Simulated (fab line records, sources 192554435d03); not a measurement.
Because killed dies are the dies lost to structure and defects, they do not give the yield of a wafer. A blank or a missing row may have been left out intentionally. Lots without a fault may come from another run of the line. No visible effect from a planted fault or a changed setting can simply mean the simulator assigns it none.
A single fault, viewed from 2 desks -- flow n5-finfet -- numbers are kept per desk, each desk with only its own; the story behind them comes last

== THE TOOL OWNER'S DESK: rie-diel-05 ==
The tool's own readings at N5_BEOL_M9_ETCH_65 (etches SiARC in CF4, target depth 15.6 nm, time 26 s): means of the sampled wafers that have a number, for each lot that ran on this tool. Any lot whose mean is over 4 standard deviations away from the usual mean is out of limits and marked OUT; that distance is given in the brackets. 7 of its 8 readings are shown: the first one out of limits and those lying furthest out on some lot.
Columns: A = cf4-flow-sccm at N5_BEOL_M9_ETCH_65, usual 99.97 sccm; B = chamber-pressure-mTorr at N5_BEOL_M9_ETCH_65, usual 40.00 mTorr; C = etch-rf-on-time-s at N5_BEOL_M9_ETCH_65, usual 25.9 s; D = oes-product-au at N5_BEOL_M9_ETCH_65, usual 0.68 a.u.; E = rf-vpp-V at N5_BEOL_M9_ETCH_65, usual 184.2 V; F = showerhead-plenum-p-Torr at N5_BEOL_M9_ETCH_65, usual 2.14 Torr; G = throttle-valve-pct at N5_BEOL_M9_ETCH_65, usual 15.61 %
lot,first seen here,A,B,C,D,E,F,G
L971,day 11 07:14,100.00,39.96,26.1,0.68,184.0,2.13,15.59
L972,day 11 14:18,100.09,40.02,26.4,0.63,184.1,2.14,15.77
L978,day 13 08:31,99.84,40.00,26.1,0.67,183.7,2.12,15.60
L984,day 14 20:11,84.87 (-54) OUT,40.00,27.1,0.62,185.0,2.03,15.03
Finding of this desk: L984 out of limits; the first was L984 at day 14 20:11, on cf4-flow-sccm at N5_BEOL_M9_ETCH_65. In limits: L971, L972, L978.

== THE METROLOGY DESK ==
What the gauges read, lot by lot, whatever tool the lot ran on: means of the sampled wafers that have a number. Any lot whose mean is over 4 standard deviations away from the usual mean is out of limits and marked OUT; that distance is given in the brackets.
Columns: A = cd-nm at N5_BEOL_M9_CD_MEAS_18, usual 70.1 nm
lot,first seen here,A
L971,day 11 03:32,70.0
L972,day 11 13:49,70.1
L976,day 12 04:34,70.4
L978,day 13 06:42,69.9
L986,day 14 11:59,69.8
L984,day 14 17:11,69.6
L987,day 15 11:40,70.9
L990,day 16 00:35,69.7
L989,day 16 18:13,70.4
This desk's verdict: no lot among the 9 shows anything out of limits.

== TAKEN TOGETHER ==
The tool owner's desk had the chance to raise an alarm at day 14 20:11 on L984.
At the metrology desk, nothing out of limits was observed.
The metrology desk holds a record of L984, inside its limits.
All the named lots went through N5_BEOL_M9_ETCH_65 on rie-diel-05.

== WHAT THE SIMULATOR HAD PUT IN ==
rie-diel-05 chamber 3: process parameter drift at N5_BEOL_M9_ETCH_65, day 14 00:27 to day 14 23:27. Setting cf4-flow-sccm shifted by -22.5 from 100. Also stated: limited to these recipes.
Shown lots that were struck: L984.
Delay in hours, fault start to first out-of-limits reading, by desk: the tool owner's desk at 20.
